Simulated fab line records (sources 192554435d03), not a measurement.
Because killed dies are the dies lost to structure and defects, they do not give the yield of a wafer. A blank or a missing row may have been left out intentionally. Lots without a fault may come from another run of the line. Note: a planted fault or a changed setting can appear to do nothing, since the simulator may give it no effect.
The tool behind it: which one?    flow n5Finfet    10 lots with 30 wafers sampled at 3 steps, on a route of 1938 steps

## WHAT THE GAUGES READ, wafer by wafer
N5_WELL_APT_OVL_MEAS_09.
lot   measured     on          NWELL_OVL (nm)
L726  day 1 19:43  overlay-01  7 13 14
L727  day 2 01:38  overlay-02  6 7 6
L730  day 2 20:02  overlay-02  2 2 8
L734  day 3 19:51  overlay-02  -2 4 2
L736  day 4 07:35  overlay-01  38 36 31
L737  day 4 13:35  overlay-01  29 33 31
L741  day 5 13:49  overlay-02  8 8 6
L745  day 6 13:50  overlay-02  6 10 10
L747  day 7 01:45  overlay-02  6 5 9
L748  day 7 07:44  overlay-01  6 -2 -2

## TOOL THAT RAN EACH LOT (tool first, then ch and the chambers of the sampled wafers, then the start)
lot   N5_ZERO_LAYER_ETCH_18           N5_WELL_APT_EXPOSE_05
L726  rieSi-02 ch 0,3, day 1 18:47    krfScanner-02 ch 0, day 1 19:31
L727  rieSi-01 ch 0,2,3, day 2 00:50  krfScanner-02 ch 0, day 2 01:27
L730  rieSi-02 ch 0,1,3, day 2 19:01  krfScanner-02 ch 0, day 2 19:51
L734  rieSi-02 ch 0,3, day 3 18:55    krfScanner-01 ch 0, day 3 19:39
L736  rieSi-06 ch 0,2,3, day 4 06:47  krfScanner-02 ch 0, day 4 07:23
L737  rieSi-06 ch 0,2,3, day 4 12:47  krfScanner-02 ch 0, day 4 13:23
L741  rieSi-02 ch 1,2, day 5 12:53    krfScanner-01 ch 0, day 5 13:37
L745  rieSi-06 ch 1,2,3, day 6 12:55  krfScanner-01 ch 0, day 6 13:39
L747  rieSi-02 ch 0,1,2, day 7 00:56  krfScanner-01 ch 0, day 7 01:33
L748  rieSi-01 ch 2,3, day 7 06:55    krfScanner-01 ch 0, day 7 07:32
- N5_ZERO_LAYER_ETCH_18: etches Si in HBr/Cl2, target depth 120 nm, time 40 s.
- N5_WELL_APT_EXPOSE_05: exposes mask NWELL, defocus 0 nm, target cd 200 nm.

## THE ANSWER, worked out from the rows above alone
Rule: usual is defined by the lots themselves. Put in order of their means at a reading, lots are off if they are a third of the lots or fewer, leave a main group of 4 or more, and stand apart from it by a gap of 3 or more times the standard deviation of the main group's means; of several such gaps the widest counts. A main group whose means are all the same, to the digits that the tables above print for the reading, isn't used. A lot without any number at a reading at which 4 lots or more have one is off too. The other lots that the step has rows for count as sound.
Off: at N5_WELL_APT_OVL_MEAS_09 (NWELL_OVL), L736, L737. For the main group the mean is 6 nm and the standard deviation 3.4.
A tool fits if, at a process step before that reading, it ran every lot that is off, and no sound lot after the first of them. Gauges at N5_WELL_APT_OVL_MEAS_09: tried the same way as those tools. One fits: N5_WELL_APT_EXPOSE_05 on krfScanner-02. Its last sound lot is L730 (day 2 19:51), its first lot that is off L736 (day 4 07:23): a fault that began between those two fits.

## WHAT HAD BEEN PUT IN BY THE SIMULATOR
Scanner matching overlay: krfScanner-02, from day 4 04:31 on, at N5_WELL_APT_EXPOSE_05. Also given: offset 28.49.
Shown lots that were struck: L736, L737. This agrees with what the rule above found.
